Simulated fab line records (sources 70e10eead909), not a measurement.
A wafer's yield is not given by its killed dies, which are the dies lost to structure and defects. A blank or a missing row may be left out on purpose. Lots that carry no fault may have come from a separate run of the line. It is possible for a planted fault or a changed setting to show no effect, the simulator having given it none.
fab line records + flow nandHarc
record
- lots=15
- wafers=42
- lastDay=24
route steps=1159 shown A_CHANNEL_HOLE_D1@464
lots that met no fault: taken from a fault-free run of the same line
startH: hours from the record's opening day to when the first of the lot's shown wafers began + waitH: time in hours since the lot's previous step + " repeats the value in the row above + L1.1+2: several wafers, shown together as one row + - no value present, or no start provided + * or withheld: withheld + < > ~ a bound
route shown NAME@n: NAME is a module with steps in the file, n the number in the route of the first one + usual: mean/standard deviation of fault-free wafers + same: alike in all rows + chamber/n: place in a boat + sites: per-site readings + _std_site: standard deviation across them + _edge_site: the outer-site mean with the inner-site mean subtracted + radiusMm: for every site, how far away it sits from the centre of the wafer + mask NAME#n: copy n + behind: the tool/chamber that last shaped the wafer + hold: why the lot was held/for how many hours/how that ended + device: the n, p or np transistor that did not switch + end of line: at the end of the route, the tests of the same wafers + a step given without rows: its recipe and nothing more + killed: count of dies lost to structure and defects at first sort (not the wafer's yield) + map: dies across one wafer; x = killed, . = not, _ = none there
set.NAME: the setting as run; set.NAME@STEP: as run at that earlier step + model.NAME: the simulator's own value behind a step, which no gauge read
one table for each step of the route and one row for each wafer, over a sample of lots
services: the hour from which a tool's chamber was out of use, counted from the record's first day as startH (under 0 if before that day), plus the number of hours and why
## steps
# step NHARC_A_CHANNEL_HOLE_D1_INSPECT_12
# usual
- rawDefectCount=5.2/2.6
| lot.wafer | tool             | chamber | startH | waitH | rawDefectCount |
|-----------|------------------|---------|--------|-------|----------------|
| L521.1    | defectInspect-02 | -       | 173.60 | 0.0   | 3              |
| L521.2    | "                | -       | "      | "     | 6              |
| L521.5    | "                | -       | "      | "     | 7              |
| L524.3    | defectInspect-02 | -       | 188.27 | 0.0   | 9              |
| L524.4    | "                | -       | "      | "     | 5              |
| L524.6    | "                | -       | "      | "     | 7              |
| L522.2    | defectInspect-02 | -       | 189.23 | 0.0   | 4              |
| L522.3    | "                | -       | "      | "     | 5              |
| L522.5    | "                | -       | "      | "     | 7              |
| L523.2    | defectInspect-02 | -       | 189.63 | 0.0   | 2              |
| L523.4    | "                | -       | "      | "     | 3              |
| L523.5    | "                | -       | "      | "     | 2              |
| L525.2    | defectInspect-01 | -       | 198.61 | 0.0   | 2              |
| L525.3    | "                | -       | "      | "     | 7              |
| L525.5    | "                | -       | "      | "     | 7              |
| L526.2    | defectInspect-02 | -       | 203.34 | 0.0   | 5              |
| L526.3    | "                | -       | "      | "     | 6              |
| L526.6    | "                | -       | "      | "     | 4              |
| L527.2    | defectInspect-01 | -       | 206.76 | 0.0   | 8              |
| L527.4    | "                | -       | "      | "     | 8              |
| L527.6    | "                | -       | "      | "     | 5              |
| L528.1    | defectInspect-01 | -       | 206.95 | 0.0   | 7              |
| L528.2    | "                | -       | "      | "     | 5              |
| L528.4    | "                | -       | "      | "     | 5              |
| L532.4    | defectInspect-01 | -       | 242.50 | 0.0   | 3              |
| L532.5    | "                | -       | "      | "     | 5              |
| L537.2    | defectInspect-02 | -       | 270.66 | 0.0   | 8              |
| L537.3    | "                | -       | "      | "     | 5              |
| L538.1    | defectInspect-02 | -       | 271.18 | 0.0   | 3              |
| L538.4    | "                | -       | "      | "     | 3              |
| L538.6    | "                | -       | "      | "     | 5              |
| L536.2    | defectInspect-02 | -       | 273.04 | 0.0   | 3              |
| L536.5    | "                | -       | "      | "     | 7              |
| L539.1    | defectInspect-01 | -       | 278.48 | 0.0   | 3              |
| L539.3    | "                | -       | "      | "     | 7              |
| L539.4    | "                | -       | "      | "     | 5              |
| L541.1    | defectInspect-01 | -       | 303.95 | 0.0   | 7              |
| L541.4    | "                | -       | "      | "     | 4              |
| L541.6    | "                | -       | "      | "     | 4              |
| L542.1    | defectInspect-01 | -       | 305.96 | 0.0   | 12             |
| L542.3    | "                | -       | "      | "     | 4              |
| L542.6    | "                | -       | "      | "     | 11             |
# step NHARC_A_CHANNEL_HOLE_D1_ETCH_16
# recipe
- targetDepthA=31000
- overEtchFrac=0.3
- timeS=806
- ionEnergyEv=150
- o2FlowSccm=400
- cosFlowSccm=20
- arFlowSccm=0
- rfW=500
- biasW=300
- chemistry=O2/COS
# usual
- drypumpMotorCurrentA=5.9/0.47
- mfcArSccm=0.010/0.012
- oesProductAu=0.999/0.012
- rfVppV=314.0/2.1
- showerheadPlenumPTorr=3.11/0.14
- throttleValvePct=28.330/0.0091
# same
- overEtchFrac=0.3
| lot.wafer | tool       | chamber | startH | waitH | drypumpMotorCurrentA | mfcArSccm | oesProductAu | rfHoursCounterH | rfVppV | showerheadPlenumPTorr | throttleValvePct |
|-----------|------------|---------|--------|-------|----------------------|-----------|--------------|-----------------|--------|-----------------------|------------------|
| L521.2    | rieDiel-10 | 1       | 174.24 | -     | 5.3                  | 0         | 1.004        | 12              | 315.0  | 3.21                  | 28.338           |
| L521.1    | "          | 3       | "      | "     | 6.7                  | 0.023     | 1.018        | 14              | 315.2  | 3.07                  | 28.341           |
| L521.5    | "          | 0       | "      | "     | 6.0                  | 0.003     | 0.994        | -               | 312.1  | 2.97                  | 28.326           |
| L524.4    | rieDiel-04 | 2       | 188.91 | -     | 5.1                  | 0.021     | 0.999        | 3               | 315.6  | 3.19                  | 28.322           |
| L524.3    | "          | 3       | "      | "     | 6.5                  | 0         | 0.985        | 4               | 313.0  | 3.04                  | 28.328           |
| L524.6    | "          | 2       | "      | "     | 5.1                  | 0.021     | 1.006        | -               | 314.2  | 3.19                  | 28.321           |
| L522.3    | rieDiel-13 | 3       | 189.81 | -     | 6.1                  | 0         | 1.010        | 6               | 309.5  | 2.96                  | 28.326           |
| L522.2    | "          | 2       | "      | "     | 5.4                  | 0         | 0.988        | 6               | 317.3  | 3.33                  | 28.344           |
| L522.5    | "          | 0       | "      | "     | 5.4                  | 0         | 0.987        | -               | 316.1  | 3.20                  | 28.319           |
| L523.2    | rieDiel-10 | 2       | 190.21 | -     | 5.9                  | 0.025     | 0.989        | 1               | 316.3  | 3.33                  | 28.338           |
| L523.4    | "          | 1       | "      | "     | 5.3                  | 0         | 1.000        | 1               | 313.7  | 3.21                  | 28.329           |
| L523.5    | "          | 3       | "      | "     | 6.6                  | 0.023     | 1.012        | -               | 313.3  | 3.07                  | 28.326           |
| L525.2    | rieDiel-13 | 2       | 199.32 | -     | 5.5                  | 0         | 0.994        | 7               | 317.1  | 3.33                  | 28.333           |
| L525.3    | "          | 3       | "      | "     | 6.2                  | 0         | 0.991        | 6               | 312.5  | 2.96                  | 28.335           |
| L525.5    | "          | 1       | "      | "     | 6.3                  | 0.035     | 1.014        | -               | 317.5  | 3.34                  | 28.348           |
| L526.3    | rieDiel-04 | 2       | 203.99 | -     | 5.1                  | 0.021     | 1.007        | 4               | 313.5  | 3.19                  | 28.341           |
| L526.2    | "          | 3       | "      | "     | 6.4                  | 0         | 0.979        | 5               | 312.8  | 3.04                  | 28.350           |
| L526.6    | "          | 2       | "      | "     | 5.1                  | 0.021     | 0.992        | -               | 314.8  | 3.19                  | 28.324           |
| L527.2    | rieDiel-04 | 1       | 207.35 | -     | 6.1                  | 0         | 0.994        | 6               | 312.1  | 3.01                  | 28.330           |
| L527.4    | "          | 0       | "      | "     | 6.0                  | 0.012     | 1.003        | 6               | 310.4  | 2.96                  | 28.328           |
| L527.6    | "          | 1       | "      | "     | 6.1                  | 0         | 1.010        | -               | 312.2  | 3.01                  | 28.334           |
| L528.2    | rieDiel-13 | 1       | 207.54 | -     | 6.3                  | 0.035     | 1.003        | 7               | 316.3  | 3.33                  | 28.342           |
| L528.1    | "          | 3       | "      | "     | 6.2                  | 0         | 0.999        | 7               | 312.0  | 2.96                  | 28.353           |
| L528.4    | "          | 0       | "      | "     | 5.4                  | 0         | 0.999        | 6               | 314.4  | 3.20                  | 28.321           |
| L532.4    | rieDiel-04 | 1       | 243.58 | -     | 6.1                  | 0         | 1.001        | 8               | 314.0  | 3.01                  | 28.334           |
| L532.5    | "          | 1       | "      | "     | 6.1                  | 0         | 0.860        | -               | 311.9  | 3.01                  | 28.329           |
| L537.2    | rieDiel-04 | 3       | 271.31 | -     | 6.5                  | 0         | 0.841        | 8               | 312.8  | 3.04                  | 28.337           |
| L537.3    | "          | 1       | "      | "     | 6.1                  | 0         | 0.994        | 9               | 311.1  | 3.01                  | 28.331           |
| L538.1    | rieDiel-13 | 3       | 271.77 | -     | 6.2                  | 0         | 1.002        | 13              | 310.4  | 2.96                  | 28.311           |
| L538.4    | "          | 0       | "      | "     | 5.4                  | 0         | 0.986        | 11              | 314.3  | 3.19                  | 28.331           |
| L538.6    | "          | 0       | "      | "     | 5.4                  | 0         | 0.986        | -               | 314.9  | 3.19                  | 28.343           |
| L536.2    | rieDiel-04 | 3       | 273.62 | -     | 6.4                  | 0         | 0.839        | 9               | 312.2  | 3.04                  | 28.336           |
| L536.5    | "          | 3       | "      | "     | 6.5                  | 0         | 0.847        | -               | 312.9  | 3.04                  | 28.312           |
| L539.4    | rieDiel-10 | 3       | 279.42 | -     | 6.7                  | 0.023     | 1.016        | 7               | 313.4  | 3.06                  | 28.342           |
| L539.3    | "          | 1       | "      | "     | 5.2                  | 0         | 0.998        | 6               | 315.2  | 3.21                  | 28.333           |
| L539.1    | "          | 2       | "      | "     | 5.8                  | 0.025     | 1.001        | 6               | 316.9  | 3.33                  | 28.348           |
| L541.4    | rieDiel-10 | 3       | 304.60 | -     | 6.6                  | 0.023     | 1.006        | 9               | 312.7  | 3.06                  | 28.326           |
| L541.1    | "          | 0       | "      | "     | 6.0                  | 0.003     | 0.984        | 9               | 312.2  | 2.97                  | 28.337           |
| L541.6    | "          | 2       | "      | "     | 5.9                  | 0.025     | 0.989        | -               | 317.1  | 3.32                  | 28.331           |
| L542.3    | rieDiel-13 | 0       | 306.61 | -     | 5.4                  | 0         | 0.974        | 1               | 314.3  | 3.19                  | 28.325           |
| L542.1    | "          | 2       | "      | "     | 5.5                  | 0         | 1.010        | 1               | 318.1  | 3.33                  | 28.338           |
| L542.6    | "          | 0       | "      | "     | 5.4                  | 0         | 0.978        | -               | 315.1  | 3.19                  | 28.333           |
# step NHARC_A_CHANNEL_HOLE_D1_ETCH_20
# recipe
- biasV=3000
- sourceW=withheld
- pressureMtorr=20
- timeS=361.9
- arFlowSccm=375
- c4f8FlowSccm=89.3
- o2FlowSccm=35.7
- tempC=-20
- targetDepthA=16000
- chemistry=C4F8/O2/Ar
# usual
- drypumpMotorCurrentA=5.6/0.44
- mfcArSccm=375.0/1.2
- showerheadPlenumPTorr=3.75/0.097
- throttleValvePct=32.156/0.0096
| lot.wafer | tool       | chamber | startH | waitH | drypumpMotorCurrentA | mfcArSccm | rfHoursCounterH | showerheadPlenumPTorr | throttleValvePct |
|-----------|------------|---------|--------|-------|----------------------|-----------|-----------------|-----------------------|------------------|
| L521.1    | harEtch-02 | 1       | 174.95 | 0.1   | 5.6                  | 375.9     | 100             | 3.88                  | 32.144           |
| L521.2    | "          | 0       | "      | "     | 6.1                  | 374.2     | 100             | 3.64                  | 32.172           |
| L521.5    | "          | 1       | "      | "     | 5.6                  | 375.5     | -               | 3.88                  | 32.142           |
| L524.4    | harEtch-02 | 1       | 189.97 | 0.2   | 5.7                  | 374.7     | -               | 3.87                  | 32.155           |
| L524.3    | "          | 0       | "      | "     | 6.1                  | 374.0     | -               | 3.64                  | 32.153           |
| L524.6    | "          | 0       | "      | "     | 6.1                  | 375.6     | -               | 3.64                  | 32.156           |
| L522.2    | harEtch-01 | 0       | 190.59 | 0.1   | 4.9                  | 375.6     | 195             | 3.82                  | 32.151           |
| L522.3    | "          | 0       | "      | "     | 4.9                  | 373.1     | -               | 3.82                  | 32.158           |
| L522.5    | "          | 0       | "      | "     | 4.9                  | 375.6     | -               | 3.82                  | 32.161           |
| L523.2    | harEtch-02 | 1       | 194.04 | 0.1   | 5.6                  | 373.3     | 109             | 3.87                  | 32.160           |
| L523.4    | "          | 1       | "      | "     | 5.6                  | 376.0     | -               | 3.87                  | 32.165           |
| L523.5    | "          | 1       | "      | "     | 5.6                  | 376.1     | -               | 3.87                  | 32.146           |
| L525.2    | harEtch-01 | 1       | 199.97 | 0.1   | 5.3                  | 375.1     | 199             | 3.73                  | 32.145           |
| L525.3    | "          | 1       | "      | "     | 5.3                  | 377.0     | -               | 3.73                  | 32.177           |
| L525.5    | "          | 0       | "      | "     | 4.9                  | 375.2     | -               | 3.82                  | 32.135           |
| L526.2    | harEtch-02 | 1       | 204.69 | 0.1   | 5.7                  | 374.8     | 113             | 3.87                  | 32.154           |
| L526.3    | "          | 1       | "      | "     | 5.7                  | 374.3     | -               | 3.87                  | 32.151           |
| L526.6    | "          | 0       | "      | "     | 6.1                  | 375.8     | -               | 3.64                  | 32.165           |
| L527.2    | harEtch-01 | 0       | 208.11 | 0.1   | 4.9                  | 373.5     | 203             | 3.82                  | 32.151           |
| L527.4    | "          | 0       | "      | "     | 4.9                  | 374.5     | -               | 3.82                  | 32.144           |
| L527.6    | "          | 1       | "      | "     | 5.3                  | 376.6     | -               | 3.73                  | 32.160           |
| L528.1    | harEtch-02 | 0       | 208.87 | 0.1   | 6.1                  | 376.9     | 117             | 3.63                  | 32.143           |
| L528.2    | "          | 1       | "      | "     | 5.7                  | 375.5     | 117             | 3.87                  | 32.158           |
| L528.4    | "          | 1       | "      | "     | 5.7                  | 374.5     | -               | 3.87                  | 32.160           |
| L532.4    | harEtch-02 | 0       | 244.44 | 0.2   | 6.1                  | 375.3     | -               | 3.63                  | 32.164           |
| L532.5    | "          | 1       | "      | "     | 5.6                  | 375.2     | -               | 3.86                  | 32.154           |
| L537.2    | harEtch-02 | 0       | 272.03 | 0.1   | 6.1                  | 376.1     | 142             | 3.62                  | 32.152           |
| L537.3    | "          | 0       | "      | "     | 6.1                  | 374.3     | -               | 3.62                  | 32.163           |
| L538.1    | harEtch-02 | 0       | 276.18 | 0.1   | 6.1                  | 374.6     | 146             | 3.62                  | 32.155           |
| L538.4    | "          | 0       | "      | "     | 6.1                  | 374.2     | -               | 3.62                  | 32.151           |
| L538.6    | "          | 0       | "      | "     | 6.1                  | 374.7     | -               | 3.62                  | 32.169           |
| L536.2    | harEtch-01 | 1       | 276.56 | 0.1   | 5.3                  | 377.1     | 231             | 3.71                  | 32.151           |
| L536.5    | "          | 0       | "      | "     | 5.0                  | 371.4     | -               | 3.80                  | 32.176           |
| L539.1    | harEtch-01 | 1       | 280.73 | 0.1   | 5.3                  | 374.3     | 235             | 3.71                  | 32.160           |
| L539.3    | "          | 0       | "      | "     | 4.9                  | 373.8     | -               | 3.80                  | 32.148           |
| L539.4    | "          | 1       | "      | "     | 5.3                  | 375.4     | -               | 3.71                  | 32.155           |
| L541.1    | harEtch-02 | 1       | 305.36 | 0.1   | 5.6                  | 374.8     | 159             | 3.84                  | 32.154           |
| L541.4    | "          | 0       | "      | "     | 6.1                  | 375.7     | -               | 3.61                  | 32.138           |
| L541.6    | "          | 1       | "      | "     | 5.6                  | 376.1     | -               | 3.84                  | 32.154           |
| L542.1    | harEtch-02 | 1       | 313.65 | 0.1   | 5.7                  | 376.7     | 166             | 3.84                  | 32.156           |
| L542.3    | "          | 0       | "      | "     | 6.1                  | 373.7     | -               | 3.61                  | 32.161           |
| L542.6    | "          | 1       | "      | "     | 5.7                  | 375.6     | -               | 3.84                  | 32.156           |
# step NHARC_A_CHANNEL_HOLE_D1_ETCH_21
# recipe
- biasV=3000
- sourceW=withheld
- pressureMtorr=20
- timeS=514.3
- arFlowSccm=375
- c4f8FlowSccm=89.3
- o2FlowSccm=35.7
- tempC=-20
- targetDepthA=16000
- chemistry=C4F8/O2/Ar
# usual
- drypumpMotorCurrentA=5.6/0.44
- mfcArSccm=374.9/1.1
- showerheadPlenumPTorr=3.75/0.097
- throttleValvePct=32.154/0.01
| lot.wafer | tool       | chamber | startH | waitH | drypumpMotorCurrentA | mfcArSccm | rfHoursCounterH | showerheadPlenumPTorr | throttleValvePct |
|-----------|------------|---------|--------|-------|----------------------|-----------|-----------------|-----------------------|------------------|
| L521.1    | harEtch-02 | 1       | 175.27 | 0.3   | 5.6                  | 376.5     | 100             | 3.88                  | 32.149           |
| L521.2    | "          | 0       | "      | "     | 6.1                  | 374.0     | 100             | 3.64                  | 32.139           |
| L521.5    | "          | 1       | "      | "     | 5.6                  | 376.2     | -               | 3.88                  | 32.156           |
| L524.4    | harEtch-02 | 1       | 190.33 | 0.3   | 5.6                  | 377.7     | -               | 3.87                  | 32.133           |
| L524.3    | "          | 0       | "      | "     | 6.1                  | 375.5     | -               | 3.64                  | 32.149           |
| L524.6    | "          | 0       | "      | "     | 6.1                  | 376.2     | -               | 3.64                  | 32.132           |
| L522.2    | harEtch-01 | 0       | 190.90 | 0.3   | 4.9                  | 376.0     | 196             | 3.82                  | 32.140           |
| L522.3    | "          | 0       | "      | "     | 4.9                  | 374.6     | -               | 3.82                  | 32.149           |
| L522.5    | "          | 0       | "      | "     | 4.9                  | 375.3     | -               | 3.82                  | 32.148           |
| L523.2    | harEtch-02 | 1       | 194.35 | 0.3   | 5.7                  | 374.3     | 109             | 3.87                  | 32.159           |
| L523.4    | "          | 1       | "      | "     | 5.6                  | 375.8     | -               | 3.87                  | 32.155           |
| L523.5    | "          | 1       | "      | "     | 5.6                  | 373.6     | -               | 3.87                  | 32.158           |
| L525.2    | harEtch-01 | 1       | 200.28 | 0.3   | 5.3                  | 373.7     | 200             | 3.73                  | 32.154           |
| L525.3    | "          | 1       | "      | "     | 5.3                  | 375.8     | -               | 3.73                  | 32.146           |
| L525.5    | "          | 0       | "      | "     | 4.9                  | 374.7     | -               | 3.82                  | 32.156           |
| L526.2    | harEtch-02 | 1       | 205.01 | 0.3   | 5.6                  | 375.1     | 113             | 3.87                  | 32.132           |
| L526.3    | "          | 1       | "      | "     | 5.6                  | 374.5     | -               | 3.87                  | 32.157           |
| L526.6    | "          | 0       | "      | "     | 6.1                  | 376.4     | -               | 3.64                  | 32.165           |
| L527.2    | harEtch-01 | 0       | 208.43 | 0.3   | 4.9                  | 374.4     | 204             | 3.82                  | 32.155           |
| L527.4    | "          | 0       | "      | "     | 4.9                  | 374.7     | -               | 3.82                  | 32.159           |
| L527.6    | "          | 1       | "      | "     | 5.3                  | 376.0     | -               | 3.73                  | 32.154           |
| L528.1    | harEtch-02 | 0       | 209.19 | 0.3   | 6.1                  | 372.3     | 117             | 3.63                  | 32.145           |
| L528.2    | "          | 1       | "      | "     | 5.7                  | 375.1     | 117             | 3.87                  | 32.150           |
| L528.4    | "          | 1       | "      | "     | 5.7                  | 375.2     | -               | 3.87                  | 32.158           |
| L532.4    | harEtch-02 | 0       | 244.81 | 0.3   | 6.1                  | 374.6     | -               | 3.63                  | 32.143           |
| L532.5    | "          | 1       | "      | "     | 5.6                  | 375.0     | -               | 3.86                  | 32.159           |
| L537.2    | harEtch-02 | 0       | 272.34 | 0.3   | 6.1                  | 373.5     | 143             | 3.62                  | 32.158           |
| L537.3    | "          | 0       | "      | "     | 6.1                  | 373.6     | -               | 3.62                  | 32.161           |
| L538.1    | harEtch-02 | 0       | 276.49 | 0.3   | 6.1                  | 375.8     | 147             | 3.62                  | 32.163           |
| L538.4    | "          | 0       | "      | "     | 6.1                  | 376.3     | -               | 3.62                  | 32.136           |
| L538.6    | "          | 0       | "      | "     | 6.1                  | 376.6     | -               | 3.62                  | 32.152           |
| L536.2    | harEtch-01 | 1       | 276.90 | 0.3   | 5.3                  | 372.1     | 231             | 3.71                  | 32.153           |
| L536.5    | "          | 0       | "      | "     | 4.9                  | 373.9     | -               | 3.80                  | 32.163           |
| L539.1    | harEtch-01 | 1       | 281.07 | 0.3   | 5.3                  | 377.2     | 235             | 3.71                  | 32.148           |
| L539.3    | "          | 0       | "      | "     | 4.9                  | 374.6     | -               | 3.80                  | 32.154           |
| L539.4    | "          | 1       | "      | "     | 5.3                  | 376.0     | -               | 3.71                  | 32.154           |
| L541.1    | harEtch-02 | 1       | 305.70 | 0.3   | 5.6                  | 376.5     | 159             | 3.84                  | 32.141           |
| L541.4    | "          | 0       | "      | "     | 6.1                  | 373.5     | -               | 3.61                  | 32.146           |
| L541.6    | "          | 1       | "      | "     | 5.6                  | 376.6     | -               | 3.84                  | 32.152           |
| L542.1    | harEtch-02 | 1       | 313.97 | 0.3   | 5.6                  | 374.9     | 167             | 3.84                  | 32.158           |
| L542.3    | "          | 0       | "      | "     | 6.1                  | 373.3     | -               | 3.61                  | 32.167           |
| L542.6    | "          | 1       | "      | "     | 5.7                  | 373.8     | -               | 3.84                  | 32.157           |
## services
| tool       | chamber | startH | hours | kind      |
|------------|---------|--------|-------|-----------|
| rieDiel-13 | 0       | 157.06 | -     | clean     |
| rieDiel-13 | 1       | 157.06 | -     | clean     |
| rieDiel-13 | 2       | 157.06 | -     | clean     |
| rieDiel-13 | 3       | 157.06 | -     | clean     |
| rieDiel-13 | -       | 158.91 | 3.6   | repair    |
| rieDiel-10 | 1       | 160.92 | 7.2   | repair    |
| rieDiel-04 | 0       | 169.92 | -     | clean     |
| rieDiel-04 | 1       | 169.92 | -     | clean     |
| rieDiel-04 | 2       | 169.92 | -     | clean     |
| rieDiel-04 | 3       | 169.92 | -     | clean     |
| rieDiel-10 | -       | 176.50 | 9.0   | pm        |
| rieDiel-13 | 0       | 181.56 | -     | clean     |
| rieDiel-13 | 1       | 181.56 | -     | clean     |
| rieDiel-13 | 2       | 181.56 | -     | clean     |
| rieDiel-13 | 3       | 181.56 | -     | clean     |
| rieDiel-04 | 0       | 194.42 | -     | clean     |
| rieDiel-04 | 1       | 194.42 | -     | clean     |
| rieDiel-13 | 1       | 234.71 | 1.2   | repair    |
| rieDiel-13 | -       | 276.00 | 9.0   | pm        |
| rieDiel-04 | -       | 288.90 | 9.0   | pm        |
| rieDiel-10 | -       | 294.21 | 0.8   | repair    |
| harEtch-01 | -       | 308.55 | 17.0  | pm        |
| harEtch-01 | 0       | 308.55 | 17.0  | ventCycle |
| harEtch-01 | 1       | 308.55 | 17.0  | ventCycle |
## key
firstSign
- step=NHARC_A_CHANNEL_HOLE_D1_ETCH_16
- reading=oesProductAu
- direction=down
- sigmas=13
- usual=0.999
- struck=0.847
effect none on later readings
metAt NHARC_A_CHANNEL_HOLE_D1_ETCH_16
struckLots L532,L536,L537
struckWafers L532.5,L536.2,L536.5,L537.2
laterRowsLeftOut L536.2,L536.5,L537.2
sortLeftOut L532.5,L536.2,L536.5,L537.2
testerLeftOut L532,L536,L537
notActingAt NHARC_A_CHANNEL_HOLE_D1_INSPECT_12,NHARC_A_CHANNEL_HOLE_D1_ETCH_20,NHARC_A_CHANNEL_HOLE_D1_ETCH_21
onsetBetween 207.35 243.58
fault
- kind=processParameterDrift
- tool=rieDiel-04
- chamber=-
- onsetH=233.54
- steps=NHARC_A_CHANNEL_HOLE_D1_ETCH_16
- channel=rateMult
- offset=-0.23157
- shape=step
- endH=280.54
- scope=struckWafersOnly
# testerLeftOut: of these lots the tester's yield and bins aren't shown, on N5 and GAA mostly nor the transistor test; their killed dies are dies lost to structure and defects alone, not to doping, threshold or leakage, so they don't give the yield
# sortLeftOut: the simulated sort isn't trusted on such a fault, so these wafers' sort isn't shown, and their yield isn't known
# laterRowsLeftOut: the simulator's readings of these wafers behind a module that went badly wrong aren't trusted and aren't shown, but for the sort
